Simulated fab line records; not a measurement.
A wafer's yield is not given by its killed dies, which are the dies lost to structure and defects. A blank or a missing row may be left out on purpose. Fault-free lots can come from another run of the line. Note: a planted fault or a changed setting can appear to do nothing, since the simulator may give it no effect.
fab line records	flow n5_finfet
record: lots: 6	wafers: 18	last_day: 17
route steps=1938 shown BEOL_M4@1052
lots untouched by any fault: they come from a run of this same line in which no faults occurred
start_h: start of the lot's first displayed wafer, in hours after the record's first day	wait_h: time in hours since the lot's previous step	" identical to the entry in the row above	L1.1+2: a row that stands for several wafers	- no value, or no start was given	* or withheld: withheld	< > ~ a bound
route shown NAME@n: a module of which the file shows steps, and the number in the route of the first	usual: average and standard deviation across the fault-free wafers	same: alike in all rows	chamber/n: place in a boat	sites: per-site readings	_std_site: the values' standard deviation	_edge_site: outer sites' mean less inner sites'	radius_mm: how far each site lies from the wafer's centre	mask NAME#n: copy n	behind: the tool/chamber that last shaped the wafer	hold: cause of the lot's hold/its duration in hours/its outcome	device: names the non-switching transistor (n, p or np)	end of line: at the end of the route, the tests of the same wafers	a step without rows: its recipe alone	killed: count of dies lost to structure and defects at first sort (not the wafer's yield)	map: a wafer's dies, marking killed ones x, the rest . and places with no die _
set.NAME: the run value of the setting; set.NAME@STEP: its run value at that earlier step	model.NAME: the simulator's own value behind a step, which no gauge read
certain route steps with their lots: each step a table, each wafer a row
services: the hour from which a tool's chamber was out of use, counted from the record's first day as start_h (under 0 if before that day), plus the number of hours and why
== steps ==
step: N5_BEOL_M4_SOFTBAKE_23
recipe: temp_c: 110	time_s: 60	resist: CAR-EUV
step: N5_BEOL_M4_EXPOSE_25
recipe: mask_id: V3	na: 0.33	source_shape: quasar	sigma_inner: 0.2	sigma_outer: 0.8	polarization: unpolarized	defocus_nm: 5	dose_mj: 63
step: N5_BEOL_M4_PEB_26
recipe: peb_temp_c: 100	peb_time_s: 60	resist: CAR-EUV
step: N5_BEOL_M4_DEVELOP_27
recipe: develop_time_s: 30	developer: TMAH	resist: CAR-EUV	rinse_liquid: surfactant_rinse	dry: air_spin	dev_temp_c: 23
step: N5_BEOL_M4_CD_MEAS_28
recipe: target_cd_nm: 26.2	landing_energy_ev: 500	detector: se_inlens	target_cd_y_nm: 24.1	polarity: opening
usual: cd_nm: 26.11/0.24
lot.wafer	tool	chamber	start_h	wait_h	cd_nm
L885.3	cd_sem-01	0	156.93	-	26.28
L885.4	"	0	"	"	26.09
L885.6	"	0	"	"	26.40
L886.1	cd_sem-01	0	160.04	-	25.87
L886.4	"	0	"	"	26.11
L886.5	"	0	"	"	25.57
L893.2	cd_sem-03	0	214.43	-	25.85
L893.5	"	0	"	"	25.81
L893.6	"	0	"	"	26.02
L894.1	cd_sem-01	0	223.53	-	26.29
L894.2	"	0	"	"	26.07
L894.3	"	0	"	"	26.13
L907.1	cd_sem-01	0	294.67	-	26.33
L907.2	"	0	"	"	26.31
L907.4	"	0	"	"	26.28
L908.2	cd_sem-02	0	302.46	-	26.24
L908.5	"	0	"	"	25.89
L908.6	"	0	"	"	25.52
step: N5_BEOL_M4_OVL_MEAS_29
recipe: points_per_wafer: 522
usual: V3_OVL: 0.0/0.67
lot.wafer	tool	chamber	start_h	wait_h	V3_OVL[nm]
L885.3	overlay-01	0	156.97	0.0	1.0
L885.4	"	0	"	"	-0.4
L885.6	"	0	"	"	0.6
L886.1	overlay-01	0	160.08	0.0	-0.3
L886.4	"	0	"	"	0.7
L886.5	"	0	"	"	0.0
L893.2	overlay-02	0	214.46	0.0	0.2
L893.5	"	0	"	"	-0.2
L893.6	"	0	"	"	0.2
L894.1	overlay-01	0	223.56	0.0	0.4
L894.2	"	0	"	"	0.4
L894.3	"	0	"	"	1.3
L907.1	overlay-02	0	294.70	0.0	-0.5
L907.2	"	0	"	"	-0.4
L907.4	"	0	"	"	-1.7
L908.2	overlay-01	0	302.50	0.0	-0.7
L908.5	"	0	"	"	-0.3
L908.6	"	0	"	"	0.6
step: N5_BEOL_M4_INSPECT_30
recipe: mode: adi	inspect_instrument: brightfield
usual: raw_defect_count: 387/100
lot.wafer	tool	chamber	start_h	wait_h	raw_defect_count
L885.3	defect_inspect-02	-	157.02	0.0	504
L885.4	"	-	"	"	424
L885.6	"	-	"	"	493
L886.1	defect_inspect-02	-	160.13	0.1	368
L886.4	"	-	"	"	378
L886.5	"	-	"	"	321
L893.2	defect_inspect-02	-	214.52	0.0	394
L893.5	"	-	"	"	315
L893.6	"	-	"	"	515
L894.1	defect_inspect-01	-	223.61	0.1	393
L894.2	"	-	"	"	324
L894.3	"	-	"	"	539
L907.1	defect_inspect-01	-	294.76	0.1	297
L907.2	"	-	"	"	364
L907.4	"	-	"	"	400
L908.2	defect_inspect-01	-	302.55	0.0	319
L908.5	"	-	"	"	266
L908.6	"	-	"	"	283
step: N5_BEOL_M4_DESCUM_33
recipe: chemistry: O2	time_s: 7	source_power_w: 50	bias_power_w: 20	pressure_mtorr: 20	rf_frequency_hz: 2.712e+07	temp_c: 40	resist: CAR-EUV	o2_flow_sccm: 225
usual: drypump_motor_current_A: 5.7/0.45	oes_product_au: 0.83/0.07	rf_vpp_V: 243.7/1.4	showerhead_plenum_p_Torr: 2.13/0.071	throttle_valve_pct: 20.32/0.25
lot.wafer	tool	chamber	start_h	wait_h	drypump_motor_current_A	oes_product_au	rf_hours_counter_h	rf_vpp_V	showerhead_plenum_p_Torr	throttle_valve_pct
L885.3	rie_diel-06	3	157.11	0.1	5.7	0.87	63	244.3	2.19	20.06
L885.4	"	2	"	"	5.1	0.90	27	244.5	2.13	19.94
L885.6	"	0	"	"	6.1	0.86	-	245.8	2.24	20.11
L886.1	rie_diel-06	1	160.17	0.0	6.1	0.78	100	242.4	2.04	20.50
L886.4	"	0	"	"	6.1	0.86	47	244.9	2.24	20.12
L886.5	"	1	"	"	6.1	0.79	-	240.4	2.04	20.51
L893.2	rie_diel-02	0	214.55	0.0	6.4	0.93	41	242.9	2.03	20.58
L893.5	"	2	"	"	5.6	0.67	-	243.4	2.06	20.64
L893.6	"	0	"	"	6.4	0.92	-	241.6	2.03	20.58
L894.1	rie_diel-02	1	223.65	0.0	5.7	0.98	1	243.8	2.13	19.91
L894.2	"	0	"	"	6.5	0.90	44	242.0	2.03	20.58
L894.3	"	3	"	"	4.9	0.80	104	244.1	2.12	20.17
L907.1	rie_diel-03	3	294.80	0.0	5.6	0.79	93	243.6	2.12	20.38
L907.2	"	2	"	"	5.5	0.85	75	243.9	2.20	20.61
L907.4	"	0	"	"	6.1	0.78	137	243.1	2.08	20.70
L908.2	rie_diel-02	3	302.58	0.0	4.9	0.77	134	243.2	2.11	20.22
L908.5	"	1	"	"	5.7	0.91	-	241.5	2.12	19.95
L908.6	"	0	"	"	6.4	0.87	-	240.8	2.02	20.63
step: N5_BEOL_M4_ETCH_77
recipe: chemistry: N2/H2	target: underlayer	target_depth_a: 65	mask_material: CAR-EUV	time_s: 5.2	ion_energy_ev: 200	pressure_mtorr: 30	source_w: 840	bias_w: 150	n2_flow_sccm: 200	h2_flow_sccm: 200	ends: cleared
usual: drypump_motor_current_A: 5.7/0.45	etch_rf_on_time_s: 5.09/0.13	oes_product_au: 0.71/0.058	rf_fwd_power_W: 819.4/2.7	rf_vpp_V: 524.9/2.6	showerhead_plenum_p_Torr: 2.58/0.089	throttle_valve_pct: 17.75/0.26
lot.wafer	tool	chamber	start_h	wait_h	drypump_motor_current_A	etch_rf_on_time_s	oes_product_au	rf_fwd_power_W	rf_hours_counter_h	rf_vpp_V	showerhead_plenum_p_Torr	throttle_valve_pct
L885.3	rie_diel-06	3	157.14	0.0	5.8	4.82	0.75	814.8	63	526.5	2.68	17.57
L885.4	"	2	"	"	5.1	5.01	0.75	817.8	27	525.7	2.60	17.53
L885.6	"	0	"	"	6.2	5.25	0.72	817.3	-	528.3	2.71	17.51
L886.1	rie_diel-06	1	160.20	0.0	6.1	5.11	0.69	822.7	100	522.4	2.44	17.67
L886.4	"	0	"	"	6.1	5.30	0.72	819.6	47	527.6	2.71	17.47
L886.5	"	1	"	"	6.1	5.12	0.68	820.5	-	522.7	2.44	17.68
L893.2	rie_diel-02	0	214.58	0.0	6.5	5.06	0.78	825.7	41	520.7	2.49	18.07
L893.5	"	2	"	"	5.5	5.20	0.57	814.3	-	521.7	2.48	18.00
L893.6	"	0	"	"	6.4	5.08	0.77	821.6	-	522.2	2.49	18.06
L894.1	rie_diel-02	1	223.68	0.0	5.7	5.14	0.83	820.9	1	524.1	2.60	17.43
L894.2	"	0	"	"	6.5	5.07	0.77	819.8	44	521.3	2.49	18.09
L894.3	"	3	"	"	4.9	5.18	0.68	823.0	104	526.4	2.57	17.61
L907.1	rie_diel-03	3	294.83	0.0	5.7	5.13	0.67	825.1	93	522.0	2.57	17.82
L907.2	"	2	"	"	5.5	4.97	0.72	817.5	75	527.0	2.70	18.23
L907.4	"	0	"	"	6.1	5.30	0.65	820.1	137	525.5	2.54	18.30
L908.2	rie_diel-02	3	302.62	0.0	4.9	5.17	0.65	820.9	134	524.3	2.56	17.64
L908.5	"	1	"	"	5.7	5.09	0.76	811.5	-	527.0	2.58	17.46
L908.6	"	0	"	"	6.4	5.11	0.74	818.5	-	523.0	2.47	18.15
step: N5_BEOL_M4_ETCH_69
recipe: chemistry: CF4	target: SiARC	target_depth_a: 156	mask_material: CAR-EUV	time_s: 26	ion_energy_ev: 80	pressure_mtorr: 40	source_w: 545	bias_w: 36	Ar_flow_sccm: 100	cf4_flow_sccm: 100	ends: cleared
usual: drypump_motor_current_A: 5.7/0.45	etch_rf_on_time_s: 25.5/0.66	oes_product_au: 0.71/0.057	rf_fwd_power_W: 532.5/2.3	rf_vpp_V: 184.4/1.3	showerhead_plenum_p_Torr: 2.17/0.064	throttle_valve_pct: 15.46/0.26
lot.wafer	tool	chamber	start_h	wait_h	drypump_motor_current_A	etch_rf_on_time_s	oes_product_au	rf_fwd_power_W	rf_hours_counter_h	rf_vpp_V	showerhead_plenum_p_Torr	throttle_valve_pct
L885.3	rie_diel-06	3	157.16	0.0	5.8	23.9	0.75	532.4	63	184.1	2.26	15.35
L885.4	"	2	"	"	5.1	25.2	0.76	532.4	27	184.4	2.17	15.10
L885.6	"	0	"	"	6.2	26.2	0.73	534.6	-	186.7	2.25	15.04
L886.1	rie_diel-06	1	160.22	0.0	6.1	25.4	0.69	536.4	100	181.7	2.07	15.56
L886.4	"	0	"	"	6.1	26.0	0.73	533.8	47	185.3	2.25	15.06
L886.5	"	1	"	"	6.1	25.2	0.68	538.0	-	182.1	2.07	15.54
L893.2	rie_diel-02	0	214.60	0.0	6.4	25.5	0.78	530.2	41	183.2	2.11	15.80
L893.5	"	2	"	"	5.6	26.2	0.58	529.3	-	183.8	2.09	15.72
L893.6	"	0	"	"	6.4	25.5	0.77	530.0	-	182.9	2.11	15.80
L894.1	rie_diel-02	1	223.70	0.0	5.7	25.7	0.83	533.5	1	184.2	2.19	15.18
L894.2	"	0	"	"	6.4	25.4	0.76	530.3	44	184.2	2.11	15.81
L894.3	"	3	"	"	4.9	25.8	0.68	532.1	104	182.9	2.16	15.30
L907.1	rie_diel-03	3	294.85	0.0	5.6	26.0	0.68	534.6	93	184.1	2.15	15.40
L907.2	"	2	"	"	5.5	25.0	0.73	529.1	76	185.8	2.25	15.74
L907.4	"	0	"	"	6.1	26.7	0.65	531.0	137	184.5	2.14	15.93
L908.2	rie_diel-02	3	302.64	0.0	4.9	26.0	0.65	529.8	134	183.7	2.15	15.34
L908.5	"	1	"	"	5.7	25.8	0.75	534.1	-	183.8	2.18	15.22
L908.6	"	0	"	"	6.4	25.6	0.73	528.7	-	182.3	2.10	15.85
step: N5_BEOL_M4_ALD_98
recipe: material: SiO2	target_thk_a: 25	temp_c: 100	ald_precursor_family: BDEAS	ald_co_reactant: O2-plasma	pulse_time_s: 1	co_reactant_pulse_time_s: 1	purge_time_s: 2	co_reactant_purge_time_s: 2	ald_cycles: 17	pressure_torr: 2
usual: chamber_pressure_Torr: 1.999/0.0039	heater_power_w: 76/6.1	precursor_pulse_height_rel: 0.999/0.021
lot.wafer	tool	chamber	start_h	wait_h	chamber_pressure_Torr	heater_power_w	precursor_pulse_height_rel
L885.3	ald_sin-02	0	157.50	0.3	2.000	82	0.997
L885.4	"	3	"	"	2.009	74	0.982
L885.6	"	0	"	"	1.997	82	1.006
L886.1	ald_sin-04	0	160.56	0.3	2.003	77	1.037
L886.4	"	2	"	"	1.995	82	1.006
L886.5	"	1	"	"	2.001	75	0.962
L893.2	ald_sin-02	2	214.68	0.1	1.999	91	1.034
L893.5	"	3	"	"	1.999	75	0.980
L893.6	"	0	"	"	1.999	84	0.981
L894.1	ald_sin-04	1	223.89	0.2	2.005	73	1.001
L894.2	"	0	"	"	1.999	74	1.019
L894.3	"	3	"	"	1.990	66	0.994
L907.1	ald_sin-02	3	294.96	0.1	1.991	74	1.012
L907.2	"	0	"	"	2.000	83	0.964
L907.4	"	2	"	"	1.999	92	0.995
L908.2	ald_sin-02	0	302.72	0.1	2.006	84	1.004
L908.5	"	0	"	"	1.999	82	0.997
L908.6	"	1	"	"	1.999	75	1.020
step: N5_BEOL_M4_ETCHBACK_99
recipe: chemistry: CHF3	target: SiO2	target_depth_a: 50	time_s: 10.4	source_w: 215	bias_w: 47	Ar_flow_sccm: 200	CHF3_flow_sccm: 12	ion_energy_ev: 100	pressure_mtorr: 30
usual: drypump_motor_current_A: 5.7/0.44	oes_product_au: 0.84/0.057	rf_vpp_V: 241/5.4	showerhead_plenum_p_Torr: 2.18/0.064	throttle_valve_pct: 16.96/0.26
lot.wafer	tool	chamber	start_h	wait_h	drypump_motor_current_A	oes_product_au	rf_hours_counter_h	rf_vpp_V	showerhead_plenum_p_Torr	throttle_valve_pct
L885.3	rie_diel-03	2	160.45	2.9	5.5	0.90	31	235	2.27	17.14
L885.4	"	1	"	"	5.6	0.93	13	235	2.27	16.76
L885.6	"	1	"	"	5.7	0.93	-	233	2.27	16.76
L886.1	rie_diel-03	1	163.37	2.8	5.6	0.94	14	235	2.27	16.76
L886.4	"	0	"	"	6.2	0.82	92	238	2.18	17.41
L886.5	"	3	"	"	5.6	0.86	-	253	2.19	16.84
L893.2	rie_diel-03	1	217.94	3.2	5.7	0.90	27	234	2.26	16.80
L893.5	"	0	"	"	6.2	0.80	-	239	2.18	17.42
L893.6	"	3	"	"	5.6	0.83	-	253	2.18	16.84
L894.1	rie_diel-03	2	226.04	2.1	5.5	0.86	52	234	2.27	17.14
L894.2	"	0	"	"	6.2	0.80	113	239	2.18	17.46
L894.3	"	1	"	"	5.7	0.90	30	234	2.26	16.78
L907.1	rie_diel-02	3	300.52	5.5	4.9	0.77	133	238	2.17	16.81
L907.2	"	1	"	"	5.7	0.90	29	245	2.19	16.69
L907.4	"	0	"	"	6.4	0.86	73	238	2.10	17.34
L908.2	rie_diel-02	1	303.83	1.1	5.7	0.88	30	248	2.19	16.71
L908.5	"	2	"	"	5.6	0.93	-	241	2.10	16.78
L908.6	"	3	"	"	4.9	0.77	-	239	2.17	16.84
step: N5_BEOL_M4_ETCH_70
recipe: chemistry: N2/H2	target: SOC	target_depth_a: 800	overetch_a: 240	mask_material: SiARC	temp_c: 40	time_s: 130	ion_energy_ev: 200	pressure_mtorr: 30	source_w: 840	bias_w: 150	n2_flow_sccm: 200	h2_flow_sccm: 200
usual: drypump_motor_current_A: 5.7/0.44	oes_product_au: 0.61/0.038	rf_fwd_power_W: 836.2/2.8	rf_vpp_V: 525.0/2.4	showerhead_plenum_p_Torr: 2.58/0.087	throttle_valve_pct: 17.74/0.27
lot.wafer	tool	chamber	start_h	wait_h	drypump_motor_current_A	oes_product_au	rf_fwd_power_W	rf_hours_counter_h	rf_vpp_V	showerhead_plenum_p_Torr	throttle_valve_pct	model.SiARC_of_BEOL_M4_COAT_68.thk_nm
L885.3	rie_diel-03	2	160.48	0.0	5.5	0.65	834.4	31	528.0	2.72	18.12	5.8
L885.4	"	1	"	"	5.6	0.68	837.8	13	526.8	2.70	17.45	6
L885.6	"	1	"	"	5.7	0.68	838.8	-	528.5	2.70	17.44	5.8
L886.1	rie_diel-03	1	163.41	0.0	5.7	0.67	832.8	14	529.4	2.70	17.43	6
L886.4	"	0	"	"	6.1	0.61	834.9	92	522.5	2.56	18.18	6.2
L886.5	"	3	"	"	5.6	0.63	836.3	-	524.9	2.59	17.71	5.4
L893.2	rie_diel-03	1	217.97	0.0	5.7	0.65	1036.9	27	491.4	2.69	17.47	5.2
L893.5	"	0	"	"	6.2	0.59	837.0	-	524.2	2.56	18.21	6.2
L893.6	"	3	"	"	5.7	0.61	834.5	-	523.5	2.58	17.73	5.6
L894.1	rie_diel-03	2	226.08	0.0	5.5	0.63	830.1	52	528.0	2.71	18.14	5.8
L894.2	"	0	"	"	6.1	0.60	835.9	113	524.7	2.56	18.22	6
L894.3	"	1	"	"	5.6	0.65	1037.1	30	492.5	2.69	17.47	5
L907.1	rie_diel-02	3	300.55	0.0	4.9	0.56	835.7	133	524.6	2.56	17.58	6
L907.2	"	1	"	"	5.7	0.66	837.9	29	525.8	2.58	17.43	5.8
L907.4	"	0	"	"	6.5	0.62	836.3	73	522.1	2.47	18.11	5.8
L908.2	rie_diel-02	1	303.86	0.0	5.7	0.65	839.5	30	526.7	2.58	17.42	5.6
L908.5	"	2	"	"	5.6	0.67	840.4	-	524.0	2.47	17.53	5.4
L908.6	"	3	"	"	4.9	0.56	833.4	-	523.0	2.56	17.60	6
step: N5_BEOL_M4_STRIP_71
recipe: chemistry: N2/H2	temp_c: 40	n2_flow_sccm: 200	h2_flow_sccm: 200	rf_frequency_hz: 6e+07
step: N5_BEOL_M4_RC_MEAS_101
usual: DIBL_N: 36.3/1.6	DIBL_P: 36.2/2	IOFF_N: 0.160/0.028	IOFF_P: 0.21/0.036	ION_N: 677/11	ION_P: 465/6.9	SS_N: 71.5/0.55	SS_P: 73.3/0.64	VT_N: 250/3	VT_P: -250/3.5
lot.wafer	tool	chamber	start_h	wait_h	DIBL_N[mV/V]	DIBL_P[mV/V]	IOFF_N[nA/um]	IOFF_P[nA/um]	ION_N[uA/um]	ION_P[uA/um]	SS_N[mV/dec]	SS_P[mV/dec]	VT_N[mV]	VT_P[mV]
L885.3	prober-01	0	165.19	0.3	36.3	35.7	0.153	0.21	671	465	70.3	72.9	252	-248
L885.4	"	0	"	"	37.3	36.0	0.178	0.22	681	468	71.6	72.5	245	-250
L885.6	"	0	"	"	37.6	36.8	0.164	0.24	677	471	71.2	73.3	248	-246
L886.1	prober-02	0	167.88	0.0	36.6	36.0	0.170	0.22	677	464	70.9	73.3	248	-249
L886.4	"	0	"	"	36.0	35.8	0.142	0.21	667	457	70.6	72.8	253	-248
L886.5	"	0	"	"	36.2	35.2	0.155	0.21	677	467	71.0	72.9	251	-244
L893.2	prober-01	0	223.02	0.2	36.3	36.6	0.168	0.26	685	478	70.6	73.3	247	-246
L893.5	"	0	"	"	36.5	36.7	0.166	0.27	673	465	71.0	73.2	249	-245
L893.6	"	0	"	"	36.0	35.9	0.153	0.24	677	475	71.0	73.1	249	-244
L894.1	prober-01	0	230.68	0.0	36.1	37.4	0.149	0.25	661	461	72.0	73.7	252	-247
L894.2	"	0	"	"	36.0	36.1	0.145	0.22	676	469	71.0	72.5	251	-249
L894.3	"	0	"	"	39.1	41.1	0.211	0.32	675	471	72.6	74.5	245	-241
L907.1	prober-01	0	305.74	0.0	36.5	35.4	0.156	0.21	681	467	71.1	73.1	248	-250
L907.2	"	0	"	"	37.6	36.3	0.190	0.23	700	480	71.7	73.4	246	-249
L907.4	"	0	"	"	38.0	37.8	0.199	0.25	698	476	72.2	74.3	245	-248
L908.2	prober-02	0	309.64	0.2	35.1	34.3	0.134	0.17	679	462	70.7	73.3	251	-255
L908.5	"	0	"	"	35.7	35.7	0.144	0.18	665	452	71.8	73.6	251	-252
L908.6	"	0	"	"	35.9	36.2	0.152	0.18	683	460	71.4	73.5	249	-254
== services ==
tool	chamber	start_h	hours	kind
rie_diel-02	2	177.14	9.3	repair
rie_diel-02	1	178.63	14.1	repair
rie_diel-03	1	186.86	6.5	repair
rie_diel-02	1	193.11	-	clean
rie_diel-02	1	193.11	-	consumable_replace:focus_ring
rie_diel-02	1	193.11	25.0	scheduled_down
rie_diel-02	1	193.11	25.0	vent_cycle
ald_sin-02	2	194.87	14.8	repair
rie_diel-03	1	202.38	5.7	repair
rie_diel-03	-	207.12	0.4	repair
rie_diel-02	2	220.79	6.6	repair
rie_diel-02	3	222.10	1.4	repair
rie_diel-02	2	227.67	-	clean
rie_diel-02	2	227.67	-	consumable_replace:focus_ring
rie_diel-02	2	227.67	19.5	scheduled_down
rie_diel-02	2	227.67	19.5	vent_cycle
ald_sin-04	0	233.04	9.8	repair
rie_diel-03	2	246.73	2.6	repair
ald_sin-04	1	248.66	3.8	repair
ald_sin-02	1	268.75	5.8	repair
ald_sin-04	-	284.94	1.0	repair
ald_sin-02	3	286.10	5.7	repair
== key ==
first_sign: step: N5_BEOL_M4_ETCH_70	reading: rf_fwd_power_W	direction: up	sigmas: 71	usual: *	struck: *
effect: step: N5_BEOL_M4_ETCH_70	reading: rf_vpp_V	direction: down	sigmas: 14	usual: 525.0	struck: 492.0
model_effect: step: N5_BEOL_M4_ETCH_70	value: SiARC_of_BEOL_M4_COAT_68.thk_nm	without: 5.8	struck: 5.1
met_at N5_BEOL_M4_ETCH_70
struck_wafers L893.2,L894.3
baseline_loss: step: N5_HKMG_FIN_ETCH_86	wafers: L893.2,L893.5
onset_between 163.41 217.97
fault: kind: process_parameter_drift	tool: rie_diel-03	chamber: 1	onset_h: 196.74	steps: N5_BEOL_M4_ETCH_70	channel: source_w	offset: 201.6	shape: step	end_h: 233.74	acts_in: these_recipes_only	stated: 840
baseline_loss: these wafers lose ten dies or more at that step, a loss of the line's own and not of a fault; the sort's usual values leave them out
